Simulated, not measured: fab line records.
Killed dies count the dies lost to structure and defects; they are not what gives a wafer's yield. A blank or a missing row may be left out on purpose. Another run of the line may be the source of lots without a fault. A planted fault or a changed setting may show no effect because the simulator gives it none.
Struck lot and sound lot, side by side + flow nand harc + 13 steps out of a route of 1159
Sound: wafers L127.3, L127.4, L127.5. Struck: wafer L132.2; the same lot's L132.5 was not struck, so it is left out; see the end for the cause.
Order at every step that has rows: each side's tool, ch and its chambers, its first start. Under that, the readings that differ: sound wafers + struck wafers + difference of the means + sigmas: that difference in standard deviations of wafers without a fault.
alike: readings with means less than 2 such deviations apart, plus words and numbers identical on both sides. not compared: withheld readings, readings lacking a value on some wafer, bounds such as >300 that could conceal the same value, and numbers that have no deviation in the record and whose values overlap.
The two part at a step that has a row with sigmas, a row that says differs or no value, or rows on one side only. Non-overlapping numbers with no deviation appear without sigmas and do not part them. Lack of a reading on every wafer of one side parts them only where that side has two or more wafers.

NHARC_A_SLIT_ETCH_26: etches the open film in C4F8/O2/Ar, time 90 s, target depth 400 nm.
  sound on har etch-02 ch 0,1, day 15 09:10; struck on har etch-01 ch 1, day 16 21:32
| reading                | sound | struck | difference                   | sigmas |
|------------------------|-------|--------|------------------------------|--------|
| rf hours counter h (h) | - - - | 28     | no value on the sound wafers |        |
  alike: drypump motor current A, showerhead plenum p Torr, throttle valve pct
then, 1 step without rows for these wafers: NHARC_A_SLIT_STRIP_28 (strips in O2/COS).
NHARC_A_SLIT_ETCH_29: etches the open film in CF4/O2, target depth 100 nm, overetch 10 nm, time 55 s.
  sound on rie diel-12 ch 1,3, day 15 09:44; struck on rie diel-11 ch 0, day 16 22:08
  alike: drypump motor current A, oes_f_703_au, oes product au, rf vpp V, showerhead plenum p Torr, throttle valve pct
  not compared: rf hours counter h
NHARC_A_SLIT_STRIP_18: strips in O2.
  sound: rie diel-12 ch 1,2; struck: rie diel-11 ch 1
  alike: drypump motor current A, oes product au, rf vpp V, showerhead plenum p Torr, throttle valve pct
  not compared: rf hours counter h
then, 2 steps without rows for these wafers: NHARC_A_SLIT_PRECLEAN_19 (cleans in SC1); NHARC_A_SLIT_SRD_20.
NHARC_A_SLIT_CD_MEAS_21:
  struck on cd sem-02, day 16 22:40; sound on cd sem-01, day 15 10:16
  alike: cd nm
then, 3 steps without rows for these wafers: NHARC_A_SIN_REMOVE_WET_00 (chemistry H3PO4, time 15300 s); NHARC_A_SIN_REMOVE_PRECLEAN_01 (cleans in SC1); NHARC_A_SIN_REMOVE_SRD_02.
NHARC_A_SIN_REMOVE_INSPECT_04:
  struck on defect inspect-02, day 17 06:25; sound on defect inspect-01, day 15 17:59
| reading          | sound       | struck | difference | sigmas |
|------------------|-------------|--------|------------|--------|
| raw defect count | 194 215 219 | 409    | +200       | +2     |
NHARC_A_WL_FILL_ALD_00: deposits Al2O3, target thk 3 nm, pulse time 3 s, ald cycles 30.
  sound on ald hk-03 ch 2,3, day 15 18:03; struck on ald hk-03 ch 0, day 17 06:34
| reading    | sound    | struck | difference | sigmas |
|------------|----------|--------|------------|--------|
| ald cycles | 30 30 30 | 41     | +11        |        |
  alike: heater power w, precursor pulse height rel
NHARC_A_WL_FILL_RTA_01: time 5 s.
  sound on rtp anneal-02 ch 0, day 15 18:23; struck on rtp anneal-01 ch 0, day 17 06:47
| reading            | sound    | struck | difference | sigmas |
|--------------------|----------|--------|------------|--------|
| lamp power pct (%) | 35 35 35 | 28     | -7         | -2     |
  alike: wafer_temp_C_max

WHERE THEY PART
First at NHARC_A_SLIT_ETCH_26; last, within this record, at NHARC_A_WL_FILL_RTA_01.

WHY: whatever the simulator had introduced
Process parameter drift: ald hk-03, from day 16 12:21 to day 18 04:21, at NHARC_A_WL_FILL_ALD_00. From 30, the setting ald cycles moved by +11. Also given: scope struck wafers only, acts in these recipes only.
